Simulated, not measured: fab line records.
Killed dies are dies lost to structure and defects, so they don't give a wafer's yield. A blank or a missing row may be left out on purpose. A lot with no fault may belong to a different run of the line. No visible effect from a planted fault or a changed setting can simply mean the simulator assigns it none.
fab line records | flow nand_harc
record: lots: 7 wafers: 21 last_day: 23
route steps=1159 shown A_STAIRCASE@686
lots with no fault: from the same line, run without faults
start_h: hours from the record's first day to the start of the lot's first wafer shown | wait_h: time in hours since the lot's previous step | " as in the row above | L1.1+2: one row covering several wafers at once | - no value present, or no start provided | * or withheld: withheld | < > ~ a bound
route shown NAME@n: names a module that has steps shown in the file, with the first one's number in the route | usual: mean/standard deviation taken from wafers without a fault | same: alike in all rows | chamber/n: place in a boat | sites: readings site by site | _std_site: standard deviation across them | _edge_site: mean of outer sites minus mean of inner sites | radius_mm: how far each site lies from the wafer's centre | mask NAME#n: copy n | behind: tool/chamber where the wafer was last shaped | hold: why the lot went on hold/how many hours it stayed there/how the hold came to an end | device: names the non-switching transistor (n, p or np) | end of line: tests run on the same wafers once the route is complete | for a step that has no rows: nothing shown but its recipe | killed: dies that structure and defects cost at the first sort, which is not the same as the wafer's yield | map: per-die view of a wafer (x killed, . not killed, _ where there is no die)
set.NAME: setting as actually run; set.NAME@STEP: the setting as run at that earlier step | model.NAME: the simulator's own value behind a step, which no gauge read
lots seen at some steps along the route; tables by step, rows by wafer
services: from which hour (start_h, from the record's first day; less than 0 if before it) a tool's chamber was out of use, for how many hours, and why
== steps ==
step: NHARC_A_STAIRCASE_HARDBAKE_311
recipe: temp_c: 120 time_s: 140
step: NHARC_A_STAIRCASE_DESCUM_312
recipe: time_s: 3 o2_flow_sccm: 200 ar_flow_sccm: 0 bias_power_w: 0 chemistry: O2
step: NHARC_A_STAIRCASE_ETCH_313
recipe: cf4_flow_sccm: 100 chf3_flow_sccm: 30 ar_flow_sccm: 0 rf_w: 500 bias_w: 200 chemistry: CF4/CHF3
usual: drypump_motor_current_A: 5.7/0.4 oes_product_au: 0.935/0.019 rf_vpp_V: 370.5/2.4 showerhead_plenum_p_Torr: 1.57/0.069 throttle_valve_pct: 16.802/0.0087
columns lot.wafer tool chamber start_h wait_h drypump_motor_current_A oes_product_au rf_hours_counter_h rf_vpp_V showerhead_plenum_p_Torr throttle_valve_pct
L523.3 rie_diel-12 1 257.05 1.6 5.9 0.933 18 370.1 1.56 16.801
L523.1 " 3 " " 5.7 0.931 16 369.4 1.58 16.815
L523.6 " 1 " " 6.0 0.930 - 370.9 1.56 16.788
L525.1 rie_diel-12 2 277.80 0.1 5.2 0.915 25 368.4 1.51 16.793
L525.3 " 3 " " 5.7 0.938 23 370.2 1.57 16.812
L525.6 " 2 " " 5.1 0.909 - 368.3 1.51 16.804
L527.2 rie_diel-12 2 281.15 0.3 5.2 0.940 26 367.9 1.51 16.787
L527.1 " 0 " " 6.1 0.965 25 373.0 1.65 16.794
L527.6 " 3 " " 5.7 0.960 - 370.0 1.57 16.808
L530.4 rie_diel-08 1 295.20 0.1 5.8 0.958 60 372.3 1.57 16.815
L530.1 " 3 " " 4.8 0.952 60 367.7 1.49 16.792
L530.5 " 1 " " 5.8 0.963 - 371.4 1.57 16.818
L529.2 rie_diel-06 3 296.80 0.1 5.5 0.973 13 373.4 1.68 16.808
L529.1 " 0 " " 5.6 0.973 14 372.0 1.59 16.815
L529.6 " 3 " " 5.5 0.979 - 374.3 1.68 16.792
L541.2 rie_diel-08 3 372.71 0.1 4.8 0.933 21 368.7 1.48 16.792
L541.4 " 1 " " 5.8 0.917 21 371.0 1.56 16.811
L541.6 " 3 " " 4.8 0.923 - 367.7 1.48 16.783
L543.2 rie_diel-06 3 375.89 0.1 5.5 0.919 45 373.5 1.67 16.807
L543.4 " 0 " " 5.7 0.923 44 371.7 1.59 16.806
L543.3 " 1 " " 6.3 0.918 47 368.0 1.47 16.794
step: NHARC_A_STAIRCASE_HM_OPEN_463
recipe: o2_flow_sccm: 400 cos_flow_sccm: 20 ar_flow_sccm: 0 rf_w: 500 bias_w: 300 chemistry: O2/COS
step: NHARC_A_STAIRCASE_STRIP_464
recipe: o2_flow_sccm: 400 cos_flow_sccm: 20 ar_flow_sccm: 0 bias_w: 0 chemistry: O2/COS
step: NHARC_A_STAIRCASE_ETCH_453
recipe: target_depth_a: 300 overetch_a: 30 time_s: 16.5 ion_energy_ev: 100 cf4_flow_sccm: 80 o2_flow_sccm: 20 ar_flow_sccm: 0 rf_w: 300 bias_w: 100 chemistry: CF4/O2
usual: drypump_motor_current_A: 5.7/0.38 oes_o_777_au: 1.000/0.005 oes_product_au: 1.000/0.0077 rf_vpp_V: 197.7/1.5 showerhead_plenum_p_Torr: 1.33/0.062 throttle_valve_pct: 13.397/0.0087
columns lot.wafer tool chamber start_h wait_h drypump_motor_current_A oes_o_777_au oes_product_au rf_hours_counter_h rf_vpp_V showerhead_plenum_p_Torr throttle_valve_pct
L523.1 rie_diel-12 0 - - 6.1 1.000 1.003 17 199.1 1.40 13.400
L523.3 " 2 " " 5.2 1.001 0.995 17 196.2 1.28 13.400
L523.6 " 3 " " 5.7 0.997 0.999 - 197.2 1.34 13.394
L525.1 rie_diel-12 1 - - 6.0 1.009 1.016 27 196.6 1.32 13.388
L525.3 " 0 " " 6.1 1.004 1.006 24 199.4 1.40 13.393
L525.6 " 2 " " 5.1 0.999 0.991 - 197.4 1.28 13.393
L527.1 rie_diel-12 2 - - 5.2 1.001 0.998 26 195.9 1.28 13.395
L527.2 " 1 " " 6.0 1.009 1.008 28 197.7 1.32 13.402
L527.6 " 2 " " 5.2 1.004 0.995 - 196.2 1.28 13.393
L530.4 rie_diel-08 2 - - 5.7 0.999 1.013 60 196.6 1.25 13.398
L530.1 " 0 " " 6.0 1.005 1.014 52 199.7 1.38 13.389
L530.5 " 3 " " 4.9 1.002 0.998 - 195.8 1.26 13.387
L529.1 rie_diel-06 2 - - 5.8 1.000 0.987 16 198.8 1.40 13.407
L529.2 " 3 " " 5.5 1.000 0.995 14 199.8 1.43 13.396
L529.6 " 1 " " 6.4 0.994 0.987 - 194.9 1.25 13.393
L541.2 rie_diel-08 2 - - 5.7 0.995 1.009 22 195.6 1.24 13.393
L541.4 " 3 " " 4.9 1.013 1.011 21 196.3 1.26 13.400
L541.6 " 2 " " 5.7 1.009 1.001 - 195.4 1.24 13.400
L543.2 rie_diel-06 1 - - 6.3 0.999 1.000 47 194.8 1.24 13.402
L543.3 " 2 " " 5.8 1.001 1.000 48 199.2 1.40 13.401
L543.4 " 3 " " 5.5 1.004 0.996 45 198.8 1.42 13.405
step: NHARC_A_STAIRCASE_ETCH_315
recipe: target_depth_a: 25000 time_s: 607.1 ion_energy_ev: 800 c4f8_flow_sccm: 80 o2_flow_sccm: 60 ar_flow_sccm: withheld rf_w: 600 bias_w: 3000 chemistry: C4F8/O2/Ar
usual: oes_product_au: 0.933/0.0072 rf_vpp_V: 1826/11
columns lot.wafer tool chamber start_h wait_h oes_product_au rf_hours_counter_h rf_vpp_V
L523.1 rie_diel-12 0 - - 0.929 17 1839
L523.3 " 1 " " 0.925 18 1824
L523.6 " 2 " " 0.933 - 1817
L525.1 rie_diel-12 2 - - 0.927 25 1818
L525.3 " 0 " " 0.933 24 1839
L525.6 " 1 " " 0.943 - 1825
L527.2 rie_diel-12 1 - - 0.927 28 1824
L527.1 " 0 " " 0.929 25 1840
L527.6 " 1 " " 0.938 - 1825
L530.4 rie_diel-08 0 - - 0.939 52 1835
L530.1 " 1 " " 0.935 60 1826
L530.5 " 1 " " 0.931 - 1826
L529.2 rie_diel-06 1 - - 0.928 16 1810
L529.1 " 3 " " 0.928 14 1845
L529.6 " 1 " " 0.930 - 1810
L541.4 rie_diel-08 0 - - 0.932 21 1834
L541.2 " 1 " " 0.932 22 1825
L541.6 " 3 " " 0.956 - 1812
L543.4 rie_diel-06 1 - - 0.927 47 1810
L543.3 " 2 " " 0.932 48 1838
L543.2 " 0 " " 0.938 44 1828
step: NHARC_A_STAIRCASE_STRIP_316
recipe: o2_flow_sccm: 500 ar_flow_sccm: 0 bias_w: 0 chemistry: O2
usual: drypump_motor_current_A: 5.7/0.4 oes_product_au: 1.001/0.0076 rf_vpp_V: 57.7/0.92 showerhead_plenum_p_Torr: 3.51/0.16 throttle_valve_pct: 17.036/0.0091
columns lot.wafer tool chamber start_h wait_h drypump_motor_current_A oes_product_au rf_hours_counter_h rf_vpp_V showerhead_plenum_p_Torr throttle_valve_pct
L523.1 rie_diel-12 2 - - 5.2 0.989 19 57.0 3.39 17.020
L523.3 " 3 " " 5.7 1.007 18 58.0 3.53 17.037
L523.6 " 1 " " 6.0 0.999 - 57.0 3.49 17.043
L525.1 rie_diel-12 2 - - 5.2 0.999 26 56.4 3.38 17.047
L525.3 " 3 " " 5.7 1.006 23 56.9 3.53 17.024
L525.6 " 2 " " 5.2 0.991 - 56.1 3.38 17.044
L527.2 rie_diel-12 3 - - 5.8 1.001 24 57.9 3.53 17.032
L527.1 " 0 " " 6.1 0.998 25 57.8 3.70 17.029
L527.6 " 2 " " 5.1 0.996 - 56.6 3.38 17.026
L530.1 rie_diel-08 3 - - 4.9 0.999 61 56.3 3.34 17.042
L530.4 " 1 " " 5.8 0.999 60 57.7 3.52 17.036
L530.5 " 2 " " 5.7 1.009 - 58.3 3.31 17.038
L529.1 rie_diel-06 0 - - 5.7 1.003 14 58.9 3.57 17.035
L529.2 " 3 " " 5.5 1.004 14 59.5 3.77 17.042
L529.6 " 0 " " 5.6 0.991 - 58.3 3.57 17.028
L541.2 rie_diel-08 0 - - 6.0 0.999 22 57.5 3.63 17.023
L541.4 " 1 " " 5.8 1.007 22 56.7 3.50 17.046
L541.6 " 2 " " 5.7 1.010 - 55.9 3.30 17.032
L543.4 rie_diel-06 1 - - 6.4 1.001 47 55.7 3.29 17.051
L543.2 " 2 " " 5.8 1.001 48 59.4 3.68 17.029
L543.3 " 0 " " 5.7 0.982 44 57.9 3.56 17.030
step: NHARC_A_STAIRCASE_STRIP_317
recipe: time_s: 900 temp_c: 130 chemistry: SPM
step: NHARC_A_STAIRCASE_PRECLEAN_318
recipe: time_s: * temp_c: 50 bath_age_min: 0 chemistry: SC1
step: NHARC_A_STAIRCASE_SRD_329
step: NHARC_A_STAIRCASE_ALD_415
recipe: target_thk_a: 300 pulse_time_s: 6 ald_cycles: 300 temp_c: 300 material: SiO2
usual: ald_cycles: 300/0 heater_power_outer_w: 263/21 heater_power_w: 467/29 precursor_pulse_height_rel: 0.998/0.018
columns lot.wafer tool chamber start_h wait_h ald_cycles heater_power_outer_w heater_power_w precursor_pulse_height_rel
L523.3 ald_hk-04 0 260.07 0.3 300 286 478 0.986
L523.1 " 2 " " 300 273 484 0.991
L523.6 " 0 " " 300 290 479 0.974
L525.3 ald_hk-02 0 279.64 0.1 300 259 504 1.042
L525.1 " 3 " " 300 266 496 0.971
L525.6 " 0 " " 300 258 503 1.017
L527.2 ald_hk-04 1 283.66 0.8 - - - -
L527.1 " 0 " " - - - -
L527.6 " 2 " " - - - -
L530.4 ald_hk-04 0 298.08 1.1 - - - -
L530.1 " 2 " " - - - -
L530.5 " 1 " " - - - -
L529.1 ald_hk-01 1 299.60 1.0 - - - -
L529.2 " 2 " " - - - -
L529.6 " 0 " " - - - -
L541.2 ald_hk-01 1 375.11 0.1 300 276 497 1.043
L541.4 " 0 " " 300 290 502 0.986
L541.6 " 2 " " 300 242 438 1.011
L543.3 ald_hk-04 2 377.89 0.3 300 271 469 0.959
L543.2 " 3 " " 300 273 495 1.025
L543.4 " 0 " " 300 273 471 0.981
step: NHARC_A_STAIRCASE_ETCHBACK_416
recipe: target_depth_a: 360 time_s: 7.2 c4f8_flow_sccm: withheld o2_flow_sccm: 8 ar_flow_sccm: withheld rf_w: 600 bias_w: 800 chemistry: C4F8/O2/Ar
usual: oes_product_au: 0.94/0.033 rf_vpp_V: 723/5
columns lot.wafer tool chamber start_h wait_h oes_product_au rf_hours_counter_h rf_vpp_V
L523.3 rie_diel-08 2 - - 0.93 48 716
L523.1 " 0 " " 0.93 40 728
L523.6 " 1 " " 0.93 - 723
L525.3 rie_diel-06 1 - - 0.92 11 717
L525.1 " 2 " " 0.91 10 727
L525.6 " 0 " " 0.92 - 725
L527.1 rie_diel-06 2 - - 0.92 11 728
L527.2 " 0 " " 0.92 12 725
L527.6 " 1 " " 0.93 - 717
L530.4 rie_diel-12 2 - - 0.91 33 717
L530.1 " 3 " " 0.93 30 723
L530.5 " 0 " " 0.93 - 727
L529.1 rie_diel-06 1 - - 0.93 19 717
L529.2 " 2 " " 0.92 17 728
L529.6 " 2 " " 0.93 - 729
L541.4 rie_diel-06 3 - - 0.92 45 728
L541.2 " 0 " " 0.92 44 725
L541.6 " 1 " " 0.93 - 718
L543.3 rie_diel-06 1 - - 0.92 47 716
L543.2 " 2 " " 0.92 48 728
L543.4 " 3 " " 0.92 45 729
== services ==
columns tool chamber start_h hours kind
rie_diel-12 0 236.34 - clean
rie_diel-12 1 236.34 - clean
rie_diel-12 2 236.34 - clean
rie_diel-12 3 236.34 - clean
rie_diel-08 0 239.25 15.5 repair
rie_diel-06 - 241.34 9.0 pm
rie_diel-06 0 241.34 9.0 vent_cycle
rie_diel-06 1 241.34 9.0 vent_cycle
rie_diel-06 2 241.34 9.0 vent_cycle
rie_diel-06 3 241.34 9.0 vent_cycle
rie_diel-06 0 250.34 - clean
rie_diel-06 1 250.34 - clean
rie_diel-06 2 250.34 - clean
rie_diel-06 3 250.34 - clean
rie_diel-12 0 260.84 - clean
rie_diel-12 1 260.84 - clean
rie_diel-12 2 260.84 - clean
rie_diel-12 3 260.84 - clean
rie_diel-06 0 274.84 - clean
rie_diel-06 1 274.84 - clean
rie_diel-06 2 274.84 - clean
rie_diel-06 - 288.22 5.2 repair
rie_diel-08 - 301.82 9.0 pm
ald_hk-04 - 365.39 10.0 pm
== key ==
first_sign: step: NHARC_A_STAIRCASE_ALD_415 reading: tool_record direction: missing
effect none on later readings
met_at NHARC_A_STAIRCASE_ALD_415
struck_wafers L527.1,L527.2,L527.6,L529.1,L529.2,L529.6,L530.1,L530.4,L530.5
later_rows_left_out L527.1,L527.2,L527.6,L529.1,L529.2,L529.6,L530.1,L530.4,L530.5
sort_left_out L527.1,L527.2,L527.6,L529.1,L529.2,L529.6,L530.1,L530.4,L530.5
tester_left_out L527,L529,L530
onset_between 260.07 283.66
fault: kind: skipped_step_whole tool: ald_hk-01,ald_hk-04 chamber: - onset_h: 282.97 steps: NHARC_A_STAIRCASE_ALD_415 scope: struck_lots_only
tester_left_out: of these lots the tester's yield and bins aren't shown, on N5 and GAA mostly nor the transistor test; their killed dies are dies lost to structure and defects alone, not to doping, threshold or leakage, so they don't give the yield
sort_left_out: the simulated sort isn't trusted on such a fault, so these wafers' sort isn't shown, and their yield isn't known
later_rows_left_out: the simulator's readings of these wafers behind a module that went badly wrong aren't trusted and aren't shown, but for the sort
